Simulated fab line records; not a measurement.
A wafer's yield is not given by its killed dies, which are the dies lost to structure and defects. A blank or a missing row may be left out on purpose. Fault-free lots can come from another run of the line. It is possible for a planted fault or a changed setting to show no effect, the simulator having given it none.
Chamber matching || flow nandHarc || NHARC_A_ZERO_WELL_ETCH_13 on rieSi-02: 4 sister chambers
The step etches the open film in HBr/Cl2, target depth 120 nm, time 40.1 s. 16 wafers are shown with their chamber, then 8 later ones without.

## EACH WAFER AND ITS CHAMBER
{"wafer": "L076.1", "chamber": 1, "drypumpMotorCurrentA (A)": 6.1, "throttleValvePct (%)": 26.415, "oesProductAu (a.u.)": 0.998}
{"wafer": "L076.2", "chamber": 2, "drypumpMotorCurrentA (A)": 6.4, "throttleValvePct (%)": 26.399, "oesProductAu (a.u.)": 0.980}
{"wafer": "L076.5", "chamber": 2, "drypumpMotorCurrentA (A)": 6.4, "throttleValvePct (%)": 26.402, "oesProductAu (a.u.)": 0.987}
{"wafer": "L077.2", "chamber": 2, "drypumpMotorCurrentA (A)": 6.5, "throttleValvePct (%)": 26.400, "oesProductAu (a.u.)": 0.995}
{"wafer": "L077.3", "chamber": 0, "drypumpMotorCurrentA (A)": 5.2, "throttleValvePct (%)": 26.415, "oesProductAu (a.u.)": 1.010}
{"wafer": "L077.6", "chamber": 1, "drypumpMotorCurrentA (A)": 6.0, "throttleValvePct (%)": 26.422, "oesProductAu (a.u.)": 1.010}
{"wafer": "L079.2", "chamber": 2, "drypumpMotorCurrentA (A)": 6.5, "throttleValvePct (%)": 26.406, "oesProductAu (a.u.)": 0.993}
{"wafer": "L079.5", "chamber": 1, "drypumpMotorCurrentA (A)": 6.1, "throttleValvePct (%)": 26.419, "oesProductAu (a.u.)": 1.008}
{"wafer": "L079.6", "chamber": 2, "drypumpMotorCurrentA (A)": 6.5, "throttleValvePct (%)": 26.394, "oesProductAu (a.u.)": 0.990}
{"wafer": "L082.1", "chamber": 3, "drypumpMotorCurrentA (A)": 5.5, "throttleValvePct (%)": 26.414, "oesProductAu (a.u.)": 1.003}
{"wafer": "L082.4", "chamber": 0, "drypumpMotorCurrentA (A)": 5.2, "throttleValvePct (%)": 26.393, "oesProductAu (a.u.)": 1.000}
{"wafer": "L082.6", "chamber": 2, "drypumpMotorCurrentA (A)": 6.4, "throttleValvePct (%)": 26.395, "oesProductAu (a.u.)": 0.990}
{"wafer": "L085.1", "chamber": 1, "drypumpMotorCurrentA (A)": 6.0, "throttleValvePct (%)": 26.409, "oesProductAu (a.u.)": 1.002}
{"wafer": "L085.2", "chamber": 0, "drypumpMotorCurrentA (A)": 5.2, "throttleValvePct (%)": 26.404, "oesProductAu (a.u.)": 0.993}
{"wafer": "L085.3", "chamber": 3, "drypumpMotorCurrentA (A)": 5.5, "throttleValvePct (%)": 26.420, "oesProductAu (a.u.)": 0.995}
{"wafer": "L094.1", "chamber": 1, "drypumpMotorCurrentA (A)": 6.1, "throttleValvePct (%)": 26.404, "oesProductAu (a.u.)": 1.005}

SIGNATURES (means of the wafers above)
{"reading": "drypumpMotorCurrentA", "chamber 0": 5.200, "chamber 1": 6.060, "chamber 2": 6.450, "chamber 3": 5.500, "scatter within a chamber": 0.0474}
{"reading": "throttleValvePct", "chamber 0": 26.40400, "chamber 1": 26.41380, "chamber 2": 26.39933, "chamber 3": 26.41700, "scatter within a chamber": 0.00692}
{"reading": "oesProductAu", "chamber 0": 1.00100, "chamber 1": 1.00460, "chamber 2": 0.98917, "chamber 3": 0.99900, "scatter within a chamber": 0.00583}
Rule: a wafer lies at a distance from a chamber equal to the root of the sum of squares, over the readings, of (its reading less the chamber's mean, divided by the reading's scatter). If the next closest chamber is less than 2 further off than the closest, the wafer can't be placed; otherwise it belongs to the closest. How the scatter is found: for the shown wafers, subtract from each reading the mean of its chamber, square and add these, divide the total by (wafers less chambers), then take the root.

## WAFERS WHOSE CHAMBER IS MISSING
{"wafer": "L094.2", "drypumpMotorCurrentA (A)": 5.2, "throttleValvePct (%)": 26.395, "oesProductAu (a.u.)": 1.000}
{"wafer": "L094.4", "drypumpMotorCurrentA (A)": 6.4, "throttleValvePct (%)": 26.397, "oesProductAu (a.u.)": 1.007}
{"wafer": "L096.1", "drypumpMotorCurrentA (A)": 6.5, "throttleValvePct (%)": 26.419, "oesProductAu (a.u.)": 0.996}
{"wafer": "L096.2", "drypumpMotorCurrentA (A)": 5.5, "throttleValvePct (%)": 26.399, "oesProductAu (a.u.)": 1.007}
{"wafer": "L096.6", "drypumpMotorCurrentA (A)": 5.3, "throttleValvePct (%)": 26.397, "oesProductAu (a.u.)": 1.009}
{"wafer": "L097.2", "drypumpMotorCurrentA (A)": 5.5, "throttleValvePct (%)": 26.388, "oesProductAu (a.u.)": 1.003}
{"wafer": "L097.3", "drypumpMotorCurrentA (A)": 5.3, "throttleValvePct (%)": 26.405, "oesProductAu (a.u.)": 1.013}
{"wafer": "L097.6", "drypumpMotorCurrentA (A)": 6.5, "throttleValvePct (%)": 26.402, "oesProductAu (a.u.)": 0.998}

## CHAMBER TAKEN BY EACH
{"wafer": "L094.2", "from the rows above": 0, "in truth": 0}
{"wafer": "L094.4", "from the rows above": 2, "in truth": 2}
{"wafer": "L096.1", "from the rows above": 2, "in truth": 2}
{"wafer": "L096.2", "from the rows above": 3, "in truth": 3}
{"wafer": "L096.6", "from the rows above": 0, "in truth": 0}
{"wafer": "L097.2", "from the rows above": 3, "in truth": 3}
{"wafer": "L097.3", "from the rows above": 0, "in truth": 0}
{"wafer": "L097.6", "from the rows above": 2, "in truth": 2}
Placed correctly: 8 of 8. From these rows, 0 cannot be placed. Wrongly placed: 0.
